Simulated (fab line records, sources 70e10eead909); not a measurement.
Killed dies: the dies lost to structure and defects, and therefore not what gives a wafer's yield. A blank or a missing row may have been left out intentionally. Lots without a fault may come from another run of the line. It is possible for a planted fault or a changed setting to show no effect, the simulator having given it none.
Which tool is to blame? | flow nandHarc | 36 wafers from 13 lots sampled at 5 of the route's 1159 steps

WHAT THE GAUGES READ, wafer by wafer
NHARC_END_SORT_01. Usual: killedAtArray 27, standard deviation 11; killedAtOther 0.6, standard deviation 0.89; killedAtPeriphery 3.0, standard deviation 2.4; killedDies 31, standard deviation 12; killedOpen 3.2, standard deviation 1.6; killedShort 2.0, standard deviation 1.5.
lot  | measured     | on        | killedAtArray | killedAtOther | killedAtPeriphery | killedDies | killedOpen | killedShort | flag
L311 | day 20 02:20 | prober-01 | 23 21 33      | 1 0 0         | 4 4 1             | 28 25 34   | 3 2 2      | 0 0 4       | 
L314 | day 20 16:12 | prober-01 | 38 36 35      | 0 0 0         | 4 8 11            | 42 44 46   | 5 5 4      | 1 1 3       | 
L315 | day 21 00:01 | prober-01 | 15 12 10      | 0 0 0         | 3 3 0             | 18 15 10   | 2 2 3      | 2 2 1       | 
L317 | day 21 01:12 | prober-02 | 32 42 36      | 1 2 4         | 2 1 4             | 35 45 44   | 3 4 2      | 3 4 5       | 
L316 | day 20 16:35 | prober-02 | 13 16 17      | 0 2 0         | 8 8 2             | 21 26 19   | 6 5 2      | 1 3 2       | 
L323 | day 22 03:23 | prober-02 | 45 45         | 0 0           | 3 1               | 48 46      | 2 3        | 2 1         | 
L328 | day 23 07:17 | prober-01 | 25 34         | 0 1           | 4 9               | 29 44      | 4 3        | 1 5         | 

WHAT TOOL EACH LOT RAN ON (gives the tool, then ch and the chambers of the sampled wafers, and finally the start)
lot  | NHARC_A_WL_FILL_RTA_01          | NHARC_A_WL_FILL_ETCHBACK_04      | NHARC_A_WL_FILL_ETCHBACK_16                  | NHARC_A_WL_FILL_ETCHBACK_17
L310 | rtpAnneal-02 ch 0, day 14 13:48 | rieMetal-03 ch 1, day 14 19:22   | rieDiel-01 ch 0,1,2, day 15 06:26 or earlier | rieMetal-03 ch 1, day 15 06:26
L311 | rtpAnneal-02 ch 0, day 14 17:41 | rieMetal-03 ch 1, day 14 22:48   | rieDiel-01 ch 0,1,2, day 15 09:38 or earlier | rieMetal-01 ch 0,1, day 15 09:38
L314 | rtpAnneal-02 ch 0, day 15 06:37 | rieMetal-03 ch 1, day 15 10:47   | rieDiel-08 ch 1,2,3, day 15 21:29 or earlier | rieMetal-03 ch 0,1, day 15 21:29
L315 | rtpAnneal-01 ch 0, day 16 01:21 | rieMetal-03 ch 0,1, day 16 05:20 | rieDiel-01 ch 0,1, day 16 18:53 or earlier   | rieMetal-01 ch 0,1, day 16 18:53
L317 | rtpAnneal-01 ch 0, day 16 01:33 | rieMetal-01 ch 0,1, day 16 05:28 | rieDiel-01 ch 0,1,3, day 16 22:22 or earlier | rieMetal-02 ch 0,1, day 16 22:22
L316 | rtpAnneal-01 ch 0, day 16 01:42 | rieMetal-03 ch 0,1, day 16 08:10 | rieDiel-08 ch 1,2,3, day 16 18:51 or earlier | rieMetal-03 ch 0,1, day 16 18:51
L318 | rtpAnneal-02 ch 0, day 16 23:21 | rieMetal-01 ch 0,1, day 17 03:46 | rieDiel-08 ch 0,2,3, day 17 14:46 or earlier | rieMetal-02 ch 0,1, day 17 14:46
L323 | rtpAnneal-01 ch 0, day 17 15:52 | rieMetal-01 ch 0,1, day 17 22:19 | rieDiel-08 ch 1,2, day 18 09:48 or earlier   | rieMetal-02 ch 0,1, day 18 09:48
L322 | rtpAnneal-02 ch 0, day 18 03:07 | rieMetal-01 ch 1, day 18 07:12   | rieDiel-01 ch 1,2, day 18 21:34 or earlier   | rieMetal-02 ch 0,1, day 18 21:34
L326 | rtpAnneal-02 ch 0, day 19 01:37 | rieMetal-02 ch 0,1, day 19 05:29 | rieDiel-03 ch 1,2, day 19 17:43 or earlier   | rieMetal-03 ch 0,1, day 19 17:43
L328 | rtpAnneal-02 ch 0, day 19 01:47 | rieMetal-03 ch 0,1, day 19 08:19 | rieDiel-08 ch 2,3, day 19 15:53 or earlier   | rieMetal-03 ch 1, day 19 15:53
L333 | rtpAnneal-02 ch 0, day 20 08:03 | rieMetal-02 ch 0,1, day 20 12:05 | rieDiel-03 ch 0,2,3, day 20 22:28 or earlier | rieMetal-01 ch 0,1, day 20 22:28
L331 | rtpAnneal-01 ch 0, day 20 08:22 | rieMetal-01 ch 0, day 20 14:57   | rieDiel-01 ch 0,1, day 20 22:29 or earlier   | rieMetal-03 ch 1, day 20 22:29
- NHARC_A_WL_FILL_RTA_01: time 5 s.
- NHARC_A_WL_FILL_ETCHBACK_04: etches the open film in NF3, target depth 60 nm, time 120 s.
- NHARC_A_WL_FILL_ETCHBACK_16: etches the open film in C4F8/O2/Ar, target depth 88 nm, time 17.6 s.
- NHARC_A_WL_FILL_ETCHBACK_17: etches the open film in Cl2/BCl3, target depth 4 nm, time 26.7 s.

AS READ BY THE TOOLS THEMSELVES (means over the sampled wafers that have a number; for cases with no such wafer, the mark the record gives instead)
NHARC_A_WL_FILL_RTA_01. Usual: lampPowerPct 27.4 %, standard deviation 1.8; lamp_zone_3_pct 27.4 %, standard deviation 1.8; lamp_zone_5_pct 27.4 %, standard deviation 1.8; wafer_temp_C_max 1004.6, standard deviation 2.2.
lot  | tool         | lampPowerPct (%) | lamp_zone_3_pct (%) | lamp_zone_5_pct (%) | wafer_temp_C_max | flag
L310 | rtpAnneal-02 | 25.9             | 25.9                | 25.9                | 1002.9           | 
L311 | rtpAnneal-02 | 25.9             | 25.9                | 25.9                | 1002.8           | 
L314 | rtpAnneal-02 | 25.9             | 25.9                | 25.9                | 1003.0           | 
L315 | rtpAnneal-01 | 29.5             | 29.5                | 29.6                | 1007.6           | 
L317 | rtpAnneal-01 | 29.5             | 29.5                | 29.5                | 1006.6           | 
L316 | rtpAnneal-01 | 29.6             | 29.5                | 29.5                | 1007.0           | 
L318 | rtpAnneal-02 | 25.9             | 25.9                | 25.9                | 1003.5           | 
L323 | rtpAnneal-01 | 29.5             | 29.5                | 29.6                | 1007.1           | 
L322 | rtpAnneal-02 | 25.9             | 25.9                | 25.9                | 1003.1           | 
L326 | rtpAnneal-02 | 25.9             | 25.9                | 25.9                | 1002.3           | 
L328 | rtpAnneal-02 | 25.9             | 25.9                | 25.9                | 1002.9           | 
L333 | rtpAnneal-02 | 25.9             | 25.9                | 25.9                | 1002.4           | 
L331 | rtpAnneal-01 | 29.6             | 29.6                | 29.6                | 1008.8           | 

NHARC_A_WL_FILL_ETCHBACK_04. Usual: drypumpMotorCurrentA 5.77 A, standard deviation 0.29; oesProductAu 1.003 a.u., standard deviation 0.012; runLengthS 141.1 s, standard deviation 0.43.
lot  | tool        | drypumpMotorCurrentA (A) | oesProductAu (a.u.) | runLengthS (s) | flag
L310 | rieMetal-03 | 5.81                     | 1.015               | 141.0          | 
L311 | rieMetal-03 | 5.80                     | 1.014               | 141.1          | 
L314 | rieMetal-03 | 5.78                     | 1.016               | 140.8          | 
L315 | rieMetal-03 | 5.89                     | 1.006               | 141.0          | 
L317 | rieMetal-01 | 5.78                     | 1.010               | 140.9          | 
L316 | rieMetal-03 | 6.02                     | 1.006               | 140.7          | 
L318 | rieMetal-01 | 5.50                     | 1.008               | 141.1          | 
L323 | rieMetal-01 | 5.47                     | 1.008               | 141.1          | 
L322 | rieMetal-01 | 6.07                     | 1.016               | 140.4          | 
L326 | rieMetal-02 | 5.73                     | 0.992               | 141.3          | 
L328 | rieMetal-03 | 5.94                     | 1.003               | 140.7          | 
L333 | rieMetal-02 | 5.70                     | 0.991               | 141.5          | 
L331 | rieMetal-01 | 5.17                     | 1.006               | 141.4          | 

NHARC_A_WL_FILL_ETCHBACK_16. Usual: oesProductAu 0.98 a.u., standard deviation 0.034; rfFwdPowerW 588 W, standard deviation 3.2; rfVppV 722 V, standard deviation 4.3; runLengthS 38.9 s, standard deviation 0.39.
lot  | tool       | oesProductAu (a.u.) | rfFwdPowerW (W) | rfVppV (V) | runLengthS (s) | flag
L310 | rieDiel-01 | 1.01                | 589             | 723        | 39.0           | 
L311 | rieDiel-01 | 1.01                | 587             | 723        | 38.8           | 
L314 | rieDiel-08 | 1.00                | 588             | 722        | 38.7           | 
L315 | rieDiel-01 | 0.99                | 584             | 725        | 38.9           | 
L317 | rieDiel-01 | 1.01                | 588             | 721        | 39.0           | 
L316 | rieDiel-08 | 1.00                | 588             | 723        | 38.9           | 
L318 | rieDiel-08 | 0.99                | 591             | 723        | 38.6           | 
L323 | rieDiel-08 | 1.01                | 591             | 719        | 38.9           | 
L322 | rieDiel-01 | 0.98                | 588             | 721        | 38.9           | 
L326 | rieDiel-03 | 1.00                | 588             | 722        | 39.4           | 
L328 | rieDiel-08 | 1.01                | 590             | 721        | 38.5           | 
L333 | rieDiel-03 | 0.93                | 586             | 721        | 38.8           | 
L331 | rieDiel-01 | 0.93                | 588             | 724        | 39.1           | 

NHARC_A_WL_FILL_ETCHBACK_17. Usual: drypumpMotorCurrentA 5.8 A, standard deviation 0.31; oesProductAu 1.001 a.u., standard deviation 0.011; runLengthS 47.8 s, standard deviation 0.45.
lot  | tool        | drypumpMotorCurrentA (A) | oesProductAu (a.u.) | runLengthS (s) | flag
L310 | rieMetal-03 | 5.8                      | 1.015               | 48.0           | 
L311 | rieMetal-01 | 5.5                      | 1.005               | 47.7           | 
L314 | rieMetal-03 | 5.9                      | 1.008               | 47.6           | 
L315 | rieMetal-01 | 5.5                      | 1.012               | 47.6           | 
L317 | rieMetal-02 | 5.7                      | 0.988               | 48.5           | 
L316 | rieMetal-03 | 6.0                      | 0.991               | 47.5           | 
L318 | rieMetal-02 | 5.7                      | 0.986               | 48.3           | 
L323 | rieMetal-02 | 5.7                      | 0.987               | 48.3           | 
L322 | rieMetal-02 | 5.7                      | 0.992               | 48.1           | 
L326 | rieMetal-03 | 5.9                      | 0.997               | 46.5           | 
L328 | rieMetal-03 | 5.8                      | 1.014               | 46.6           | 
L333 | rieMetal-01 | 5.8                      | 1.004               | 47.5           | 
L331 | rieMetal-03 | 5.8                      | 0.995               | 46.5           | 

THE ANSWER, worked out from the rows above alone
Rule: lot off if the mean of its wafers having a number is beyond 3 standard deviations from the usual mean. A lot without any number at a reading at which 4 lots or more have one is off too. Where the step has rows for the other lots, those lots are counted as sound. First the gauges in route order, then the tools' own readings, where a lot's mean is used as printed above. The first step at which some lot is off is used, and at that step the reading that is off furthest; a lot without a number counts as furthest.
No lot is off at any reading shown: from this, nothing can be told.

WHAT HAD BEEN PUT IN BY THE SIMULATOR
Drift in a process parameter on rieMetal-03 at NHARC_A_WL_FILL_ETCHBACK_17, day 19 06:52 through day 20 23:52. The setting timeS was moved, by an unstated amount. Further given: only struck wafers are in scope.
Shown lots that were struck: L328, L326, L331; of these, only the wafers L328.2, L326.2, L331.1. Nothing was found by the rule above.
